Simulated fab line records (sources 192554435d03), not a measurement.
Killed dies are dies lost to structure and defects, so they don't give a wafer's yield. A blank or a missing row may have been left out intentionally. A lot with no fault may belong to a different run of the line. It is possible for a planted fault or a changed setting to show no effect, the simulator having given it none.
Matching of chambers | flow n5Finfet | rieDiel-03 running N5_PMOS_HMC_CHANNEL_EPI_STRIP_33: 4 sister chambers
The step strips in N2/H2. 4 wafers are shown with their chamber, then 11 later ones without.

== WAFERS PAIRED WITH THEIR CHAMBERS ==
wafer  | chamber | showerheadPlenumPTorr (Torr)
L082.4 | 2       | 3.20
L087.5 | 3       | 3.47
L087.6 | 1       | 3.36
L089.1 | 0       | 3.41

== WAFERS WITH NO CHAMBER GIVEN ==
wafer  | showerheadPlenumPTorr (Torr)
L089.4 | 3.19
L089.5 | 3.41
L090.2 | 3.36
L090.3 | 3.41
L090.5 | 3.36
L091.2 | 3.19
L091.3 | 3.47
L091.6 | 3.41
L093.3 | 3.19
L093.4 | 3.47
L093.6 | 3.36

== WHICH CHAMBER EACH ONE RAN IN ==
wafer  | from the rows above | in truth
L089.4 | 2                   | 2
L089.5 | 0                   | 0
L090.2 | 1                   | 1
L090.3 | 0                   | 0
L090.5 | 1                   | 1
L091.2 | 2                   | 2
L091.3 | 3                   | 3
L091.6 | 0                   | 0
L093.3 | 2                   | 2
L093.4 | 3                   | 3
L093.6 | 1                   | 1
Placed correctly: 11 of 11. Can't be placed from these rows: 0. Number placed wrongly: 0.
How it was worked out, from the rows above alone: a wafer's distance from a chamber is the root of the sum, over the readings, of the square of ((its reading less the chamber's mean) divided by the reading's scatter). If the next closest chamber is less than 2 further off than the closest, the wafer can't be placed; otherwise it belongs to the closest. For every chamber, the mean is computed from those of its wafers that are shown. The scatter: root of mean squared gap, hidden wafer to nearest shown wafer, with one shown wafer a chamber.
